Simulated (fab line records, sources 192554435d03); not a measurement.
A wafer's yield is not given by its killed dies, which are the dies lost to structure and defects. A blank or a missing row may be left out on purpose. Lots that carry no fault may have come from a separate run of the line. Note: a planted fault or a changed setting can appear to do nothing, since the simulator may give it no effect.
Chamber matching -- flow n5_finfet -- N5_FIN_SAQP_ALD_61 on ald_sin-03: 4 sister chambers
The step deposits SiO2, target thk 4 nm, pulse time 1 s, purge time 2 s. 8 wafers are shown with their chamber, then 7 later ones without.

WAFERS PAIRED WITH THEIR CHAMBERS
wafer,chamber,heater_power_w (W),precursor_pulse_height_rel
L078.1,1,428,0.995
L078.5,3,512,0.998
L078.6,2,500,0.988
L081.1,2,493,0.975
L083.3,3,508,0.996
L083.5,0,495,1.003
L084.3,0,516,1.013
L084.4,1,431,1.003

WAFERS WITHOUT THEIR CHAMBER
wafer,heater_power_w (W),precursor_pulse_height_rel
L084.5,512,0.963
L087.1,434,1.022
L087.4,488,0.982
L087.5,478,0.985
L092.3,436,1.014
L092.4,476,0.986
L092.5,487,0.978

THE CHAMBER EACH PASSED THROUGH
wafer,from the rows above,in truth
L084.5,can't be placed: 2 or 3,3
L087.1,1,1
L087.4,2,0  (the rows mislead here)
L087.5,2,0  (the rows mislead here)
L092.3,1,1
L092.4,can't be placed: 2 or 3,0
L092.5,2,2
3 of 7 placed correctly. Not placeable from these rows: 2 (in 1, the candidates include the true chamber). Wrongly placed: 2.
How it was worked out, from the rows above alone: a wafer's distance from a chamber is the root of the sum, over the readings, of the square of ((its reading less the chamber's mean) divided by the reading's scatter). If the next closest chamber is less than 2 further off than the closest, the wafer can't be placed; otherwise it belongs to the closest. A chamber's mean is the mean of its shown wafers. The scatter: take each reading less its chamber's mean, square it, sum over the shown wafers, divide by the number of wafers less the number of chambers, and take the root.
